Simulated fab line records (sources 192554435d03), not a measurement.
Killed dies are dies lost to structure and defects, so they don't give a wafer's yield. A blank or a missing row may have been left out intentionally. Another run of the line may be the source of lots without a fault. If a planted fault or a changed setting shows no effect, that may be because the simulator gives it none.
Matching of chambers || flow n5_finfet || N5_FIN_CUT_CUT_ETCH_15 on rie_si-05: 4 sister chambers
The step etches Si in HBr/Cl2/O2, target depth 100 nm, bt time 10 s, time 42.4 s. 4 wafers are shown with their chamber, then 6 later ones without.

WAFERS WITH THEIR CHAMBER
{"wafer": "L759.1", "chamber": 1, "drypump_motor_current_A (A)": 6.4}
{"wafer": "L759.2", "chamber": 2, "drypump_motor_current_A (A)": 4.9}
{"wafer": "L766.2", "chamber": 3, "drypump_motor_current_A (A)": 6.1}
{"wafer": "L766.3", "chamber": 0, "drypump_motor_current_A (A)": 5.6}

WAFERS WITH NO CHAMBER GIVEN
{"wafer": "L766.5", "drypump_motor_current_A (A)": 5.5}
{"wafer": "L767.1", "drypump_motor_current_A (A)": 5.0}
{"wafer": "L767.5", "drypump_motor_current_A (A)": 6.4}
{"wafer": "L768.2", "drypump_motor_current_A (A)": 6.4}
{"wafer": "L768.3", "drypump_motor_current_A (A)": 6.1}
{"wafer": "L768.6", "drypump_motor_current_A (A)": 6.1}

WHICH CHAMBER EACH WENT THROUGH
{"wafer": "L766.5", "from the rows above": 0, "in truth": 0}
{"wafer": "L767.1", "from the rows above": 2, "in truth": 2}
{"wafer": "L767.5", "from the rows above": 1, "in truth": 1}
{"wafer": "L768.2", "from the rows above": 1, "in truth": 1}
{"wafer": "L768.3", "from the rows above": 3, "in truth": 3}
{"wafer": "L768.6", "from the rows above": 3, "in truth": 3}
Correct placement for 6 of the 6. From these rows, 0 cannot be placed. 0 placed wrongly.
How it was worked out, from the rows above alone: a wafer's distance from a chamber is the root of the sum, over the readings, of the square of ((its reading less the chamber's mean) divided by the reading's scatter). The wafer belongs to the nearest chamber; if the next one is less than 2 further off, it can't be placed. For every chamber, the mean is computed from those of its wafers that are shown. The scatter (one wafer shown for each chamber): square how far every hidden wafer sits from the nearest shown wafer, average those squares and take the square root.
